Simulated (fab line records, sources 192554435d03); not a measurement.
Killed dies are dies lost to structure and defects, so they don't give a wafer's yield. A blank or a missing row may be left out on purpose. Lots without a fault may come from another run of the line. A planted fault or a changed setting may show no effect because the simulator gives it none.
Chamber matching | flow n5_finfet | N5_FIN_SAQP_STRIP_70 on rie_diel-04: 4 sister chambers
The step strips in N2/H2. 8 wafers are shown with their chamber, then 9 later ones without.

WAFERS WITH THEIR CHAMBER
wafer  | chamber | drypump_motor_current_A (A) | throttle_valve_pct (%)
L074.3 | 3       | 5.6                         | 18.59
L079.3 | 0       | 5.3                         | 18.66
L084.5 | 2       | 6.0                         | 18.71
L086.1 | 0       | 5.3                         | 18.69
L086.5 | 1       | 5.6                         | 18.98
L089.1 | 2       | 6.0                         | 18.70
L089.4 | 3       | 5.6                         | 18.63
L089.5 | 1       | 5.5                         | 18.98

WAFERS WITHOUT THEIR CHAMBER
wafer  | drypump_motor_current_A (A) | throttle_valve_pct (%)
L091.3 | 5.3                         | 18.69
L091.4 | 5.6                         | 18.99
L091.5 | 6.0                         | 18.72
L093.3 | 6.0                         | 18.74
L093.5 | 5.6                         | 18.99
L093.6 | 5.3                         | 18.69
L094.2 | 5.6                         | 18.66
L094.3 | 6.0                         | 18.73
L094.5 | 5.6                         | 19.01

WHICH CHAMBER EACH WENT THROUGH
wafer  | from the rows above | in truth
L091.3 | 0                   | 0
L091.4 | 1                   | 1
L091.5 | 2                   | 2
L093.3 | 2                   | 2
L093.5 | 1                   | 1
L093.6 | 0                   | 0
L094.2 | 3                   | 3
L094.3 | 2                   | 2
L094.5 | 1                   | 1
Placed correctly: 9 of 9. Can't be placed from these rows: 0. Placed wrongly: 0.
How it was worked out, from the rows above alone: a wafer's distance from a chamber is the root of the sum, over the readings, of the square of ((its reading less the chamber's mean) divided by the reading's scatter). The wafer belongs to the nearest chamber; if the next one is less than 2 further off, it can't be placed. A chamber's mean is the mean of its shown wafers. The scatter: the root of (the sum of the squares of (reading less its chamber's mean) over the shown wafers, divided by (wafers less chambers)).
